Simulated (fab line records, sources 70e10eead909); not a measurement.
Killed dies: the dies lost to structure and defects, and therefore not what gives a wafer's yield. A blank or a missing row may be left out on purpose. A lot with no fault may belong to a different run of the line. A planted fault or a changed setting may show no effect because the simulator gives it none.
Matching of chambers | flow nand-harc | NHARC_A_CONTACT_ETCH_110 on rie-diel-01: 4 sister chambers
The step etches the open film in CF4/O2, target depth 50 nm, overetch 5 nm, time 27.5 s. 27 wafers are shown with their chamber, then 12 later ones without.

WAFERS WITH THEIR CHAMBER
wafer  | chamber | drypump-motor-current-A (A) | rf-vpp-V (V) | oes-product-au (a.u.)
L074.3 | 3       | 6.2                         | 198.7        | 0.987
L074.4 | 1       | 5.4                         | 197.4        | 0.996
L074.5 | 2       | 5.1                         | 196.0        | 1.014
L075.3 | 2       | 5.1                         | 196.8        | 1.022
L075.4 | 3       | 6.2                         | 196.8        | 0.993
L075.5 | 0       | 5.7                         | 198.3        | 1.001
L078.1 | 1       | 5.4                         | 199.2        | 1.000
L078.2 | 2       | 5.1                         | 195.5        | 1.015
L078.4 | 0       | 5.6                         | 197.0        | 0.992
L080.2 | 1       | 5.4                         | 198.7        | 1.007
L080.3 | 2       | 5.1                         | 196.3        | 1.001
L080.5 | 2       | 5.1                         | 197.0        | 1.003
L079.2 | 3       | 6.2                         | 197.7        | 0.987
L079.4 | 2       | 5.1                         | 196.3        | 1.009
L079.5 | 3       | 6.2                         | 197.4        | 1.000
L081.4 | 3       | 6.2                         | 197.4        | 0.999
L081.5 | 2       | 5.1                         | 195.0        | 1.006
L081.6 | 0       | 5.7                         | 197.3        | 1.022
L083.2 | 1       | 5.4                         | 199.5        | 0.991
L083.3 | 2       | 5.1                         | 196.5        | 1.006
L083.4 | 3       | 6.2                         | 197.1        | 0.990
L082.3 | 3       | 6.2                         | 197.0        | 0.991
L082.5 | 0       | 5.7                         | 197.8        | 1.006
L082.6 | 3       | 6.2                         | 197.7        | 0.997
L087.2 | 2       | 5.1                         | 197.5        | 1.024
L087.4 | 1       | 5.4                         | 199.3        | 1.003
L087.6 | 1       | 5.4                         | 197.4        | 0.978

SIGNATURES (averages over the wafers above)
reading                 | chamber 0 | chamber 1 | chamber 2 | chamber 3 | scatter within a chamber
drypump-motor-current-A | 5.675     | 5.400     | 5.100     | 6.200     | 0.0181
rf-vpp-V                | 197.600   | 198.583   | 196.322   | 197.475   | 0.74
oes-product-au          | 1.00525   | 0.99583   | 1.01111   | 0.99300   | 0.00867
Rule: for a wafer and a chamber, the distance is found by dividing, reading by reading, the gap between the wafer's reading and the chamber's mean by the reading's scatter, squaring, summing and taking the root. The wafer belongs to the nearest chamber; if the next one is less than 2 further off, it can't be placed. The scatter is the square root of a quotient: the sum, over the shown wafers, of each reading's squared deviation from its chamber's mean, divided by wafers minus chambers.

WAFERS WITH NO CHAMBER GIVEN
wafer  | drypump-motor-current-A (A) | rf-vpp-V (V) | oes-product-au (a.u.)
L090.2 | 5.1                         | 196.9        | 1.014
L090.5 | 5.1                         | 197.5        | 1.009
L090.6 | 6.2                         | 197.6        | 1.001
L094.1 | 5.4                         | 198.8        | 1.001
L094.2 | 5.1                         | 197.5        | 1.021
L094.3 | 6.2                         | 196.9        | 1.000
L093.1 | 5.4                         | 197.8        | 0.999
L093.2 | 5.1                         | 195.8        | 1.019
L093.5 | 6.2                         | 197.3        | 0.983
L097.2 | 6.2                         | 198.1        | 1.004
L097.4 | 5.1                         | 196.8        | 1.029
L097.6 | 6.2                         | 196.7        | 1.007

WHICH CHAMBER EACH WENT THROUGH
wafer  | from the rows above | in truth
L090.2 | 2                   | 2
L090.5 | 2                   | 2
L090.6 | 3                   | 3
L094.1 | 1                   | 1
L094.2 | 2                   | 2
L094.3 | 3                   | 3
L093.1 | 1                   | 1
L093.2 | 2                   | 2
L093.5 | 3                   | 3
L097.2 | 3                   | 3
L097.4 | 2                   | 2
L097.6 | 3                   | 3
Correct placement for 12 of the 12. Not placeable from these rows: 0. Number placed wrongly: 0.
